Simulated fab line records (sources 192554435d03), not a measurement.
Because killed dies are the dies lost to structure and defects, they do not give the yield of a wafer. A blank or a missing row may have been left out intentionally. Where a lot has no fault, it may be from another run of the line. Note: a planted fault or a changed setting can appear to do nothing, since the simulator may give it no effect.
Matching of chambers :: flow n5_finfet :: 3 sister chambers for N5_BEOL_M2_DEP_57 on pecvd-02
The step deposits SiCN from 3MS/NH3, target thk 8 nm, time 14 s. 14 wafers are shown with their chamber, then 7 later ones without.

WAFERS PAIRED WITH THEIR CHAMBERS
wafer: L078.2
chamber: 2
showerhead_vpp_V (V): 834
showerhead_plenum_p_Torr (Torr): 3.638
throttle_valve_pct (%): 8.6

wafer: L078.4
chamber: 1
showerhead_vpp_V (V): 758
showerhead_plenum_p_Torr (Torr): 3.677
throttle_valve_pct (%): 8.2

wafer: L078.6
chamber: 2
showerhead_vpp_V (V): 823
showerhead_plenum_p_Torr (Torr): 3.645
throttle_valve_pct (%): 8.6

wafer: L084.1
chamber: 2
showerhead_vpp_V (V): 834
showerhead_plenum_p_Torr (Torr): 3.649
throttle_valve_pct (%): 8.9

wafer: L084.2
chamber: 1
showerhead_vpp_V (V): 761
showerhead_plenum_p_Torr (Torr): 3.685
throttle_valve_pct (%): 8.3

wafer: L084.3
chamber: 0
showerhead_vpp_V (V): 865
showerhead_plenum_p_Torr (Torr): 3.681
throttle_valve_pct (%): 9.2

wafer: L074.2
chamber: 2
showerhead_vpp_V (V): 812
showerhead_plenum_p_Torr (Torr): 3.645
throttle_valve_pct (%): 8.9

wafer: L074.4
chamber: 2
showerhead_vpp_V (V): 833
showerhead_plenum_p_Torr (Torr): 3.639
throttle_valve_pct (%): 8.8

wafer: L074.5
chamber: 0
showerhead_vpp_V (V): 858
showerhead_plenum_p_Torr (Torr): 3.668
throttle_valve_pct (%): 9.1

wafer: L082.1
chamber: 2
showerhead_vpp_V (V): 824
showerhead_plenum_p_Torr (Torr): 3.636
throttle_valve_pct (%): 8.9

wafer: L082.5
chamber: 0
showerhead_vpp_V (V): 849
showerhead_plenum_p_Torr (Torr): 3.671
throttle_valve_pct (%): 9.4

wafer: L082.6
chamber: 1
showerhead_vpp_V (V): 773
showerhead_plenum_p_Torr (Torr): 3.673
throttle_valve_pct (%): 8.6

wafer: L087.2
chamber: 2
showerhead_vpp_V (V): 836
showerhead_plenum_p_Torr (Torr): 3.644
throttle_valve_pct (%): 8.8

wafer: L087.4
chamber: 0
showerhead_vpp_V (V): 862
showerhead_plenum_p_Torr (Torr): 3.674
throttle_valve_pct (%): 9.3

SIGNATURES (means of the wafers above)
reading: showerhead_vpp_V
chamber 0: 858.50
chamber 1: 764.00
chamber 2: 828.00
scatter within a chamber: 8.14

reading: showerhead_plenum_p_Torr
chamber 0: 3.67350
chamber 1: 3.67833
chamber 2: 3.64229
scatter within a chamber: 0.00521

reading: throttle_valve_pct
chamber 0: 9.250
chamber 1: 8.367
chamber 2: 8.786
scatter within a chamber: 0.149
Rule: for each reading, subtract the chamber's mean from the wafer's reading, divide by that reading's scatter and square the result; add these up over the readings and take the root, which gives the wafer's distance from the chamber. If the next closest chamber is less than 2 further off than the closest, the wafer can't be placed; otherwise it belongs to the closest. The scatter is the square root of a quotient: the sum, over the shown wafers, of each reading's squared deviation from its chamber's mean, divided by wafers minus chambers.

WAFERS WITH NO CHAMBER GIVEN
wafer: L087.6
showerhead_vpp_V (V): 770
showerhead_plenum_p_Torr (Torr): 3.672
throttle_valve_pct (%): 8.3

wafer: L093.2
showerhead_vpp_V (V): 874
showerhead_plenum_p_Torr (Torr): 3.684
throttle_valve_pct (%): 9.0

wafer: L093.3
showerhead_vpp_V (V): 838
showerhead_plenum_p_Torr (Torr): 3.635
throttle_valve_pct (%): 9.2

wafer: L093.4
showerhead_vpp_V (V): 777
showerhead_plenum_p_Torr (Torr): 3.681
throttle_valve_pct (%): 8.1

wafer: L095.4
showerhead_vpp_V (V): 829
showerhead_plenum_p_Torr (Torr): 3.629
throttle_valve_pct (%): 8.9

wafer: L095.5
showerhead_vpp_V (V): 771
showerhead_plenum_p_Torr (Torr): 3.671
throttle_valve_pct (%): 8.4

wafer: L095.6
showerhead_vpp_V (V): 861
showerhead_plenum_p_Torr (Torr): 3.683
throttle_valve_pct (%): 9.2

WHICH CHAMBER EACH ONE RAN IN
wafer: L087.6
from the rows above: 1
in truth: 1

wafer: L093.2
from the rows above: 0
in truth: 0

wafer: L093.3
from the rows above: 2
in truth: 2

wafer: L093.4
from the rows above: 1
in truth: 1

wafer: L095.4
from the rows above: 2
in truth: 2

wafer: L095.5
from the rows above: 1
in truth: 1

wafer: L095.6
from the rows above: 0
in truth: 0
Placed correctly: 7 of 7. Not placeable from these rows: 0. Number placed wrongly: 0.
